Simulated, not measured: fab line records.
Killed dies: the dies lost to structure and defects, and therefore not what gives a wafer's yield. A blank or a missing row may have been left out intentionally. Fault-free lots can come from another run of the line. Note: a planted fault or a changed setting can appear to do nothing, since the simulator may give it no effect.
2 desks, one fault || flow nand_harc || what lay behind the numbers comes last; until then each desk has only its own

THE METROLOGY DESK
Means of the sampled wafers that have a number, per lot and without regard to the tool the lot ran on: this is what the gauges read. The brackets show how far a lot's mean lies from the usual mean; more than 4 standard deviations puts the lot out of limits, marked OUT.
Columns: A = cd_nm at NHARC_P_GATE_CD_MEAS_33, usual 120.2 nm
{"lot": "L568", "first seen here": "day 8 06:50", "A": 121.6}
{"lot": "L570", "first seen here": "day 8 20:49", "A": 119.2}
{"lot": "L574", "first seen here": "day 11 06:11", "A": 118.2}
{"lot": "L576", "first seen here": "day 11 06:57", "A": 120.2}
{"lot": "L575", "first seen here": "day 11 07:27", "A": 118.3}
{"lot": "L583", "first seen here": "day 14 10:46", "A": 121.4}
{"lot": "L584", "first seen here": "day 14 12:32", "A": 121.4}
Finding of this desk: none of the 7 lots has anything out of limits.

DESK OF THE TOOL OWNER: rie_diel-01
The tool's own readings at NHARC_P_GATE_ETCHBACK_37 (etches the open film in CHF3/O2, target depth 34.5 nm, time 17.2 s): means of the sampled wafers that have a number, for each lot that ran on this tool. The brackets show how far a lot's mean lies from the usual mean; more than 4 standard deviations puts the lot out of limits, marked OUT.
Columns: A = drypump_motor_current_A at NHARC_P_GATE_ETCHBACK_37, usual 5.5 A; B = oes_product_au at NHARC_P_GATE_ETCHBACK_37, usual 0.95 a.u.; C = rf_vpp_V at NHARC_P_GATE_ETCHBACK_37, usual 370.7 V; D = run_length_s at NHARC_P_GATE_ETCHBACK_37, usual 38.7 s; E = showerhead_plenum_p_Torr at NHARC_P_GATE_ETCHBACK_37, usual 2.41 Torr; F = throttle_valve_pct at NHARC_P_GATE_ETCHBACK_37, usual 20.573 %
{"lot": "L568", "first seen here": "day 8 16:48", "A": 5.4, "B": 0.92, "C": 374.0, "D": 38.4, "E": 2.54, "F": 20.574}
{"lot": "L570", "first seen here": "day 9 06:53", "A": 5.2, "B": 1.00, "C": 372.8, "D": 38.6, "E": 2.54, "F": 20.572}
{"lot": "L574", "first seen here": "day 11 16:11", "A": 5.3, "B": 0.99, "C": 372.8, "D": "52.6 (+28) OUT", "E": 2.48, "F": 20.578}
{"lot": "L576", "first seen here": "day 11 17:00", "A": 5.3, "B": 0.93, "C": 373.5, "D": "53.4 (+30) OUT", "E": 2.54, "F": 20.562}
{"lot": "L575", "first seen here": "day 11 17:31", "A": 5.2, "B": 0.99, "C": 374.0, "D": "53.0 (+29) OUT", "E": 2.55, "F": 20.580}
{"lot": "L584", "first seen here": "day 14 22:34", "A": 5.3, "B": 0.93, "C": 372.2, "D": 38.7, "E": 2.48, "F": 20.580}
This desk's verdict: out of limits on L574, L575, L576, starting with L574 at day 11 16:11 (run_length_s at NHARC_P_GATE_ETCHBACK_37). In limits: L568, L570, L584.

ALL TOGETHER
The tool owner's desk could have raised an alarm at day 11 16:11, on L574, L575, L576.
At the metrology desk, nothing out of limits was observed.
The metrology desk holds a record of L574, L575, L576, inside its limits.
Of the lots named, all ran NHARC_P_GATE_ETCHBACK_37 on rie_diel-01.

WHAT THE SIMULATOR HAD INSERTED
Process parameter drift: rie_diel-01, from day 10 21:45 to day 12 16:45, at NHARC_P_GATE_ETCHBACK_37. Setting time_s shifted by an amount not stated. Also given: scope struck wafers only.
Shown lots that were struck: L574, L575, L576.
Delay in hours, fault start to first out-of-limits reading, by desk: the tool owner's desk at 18.
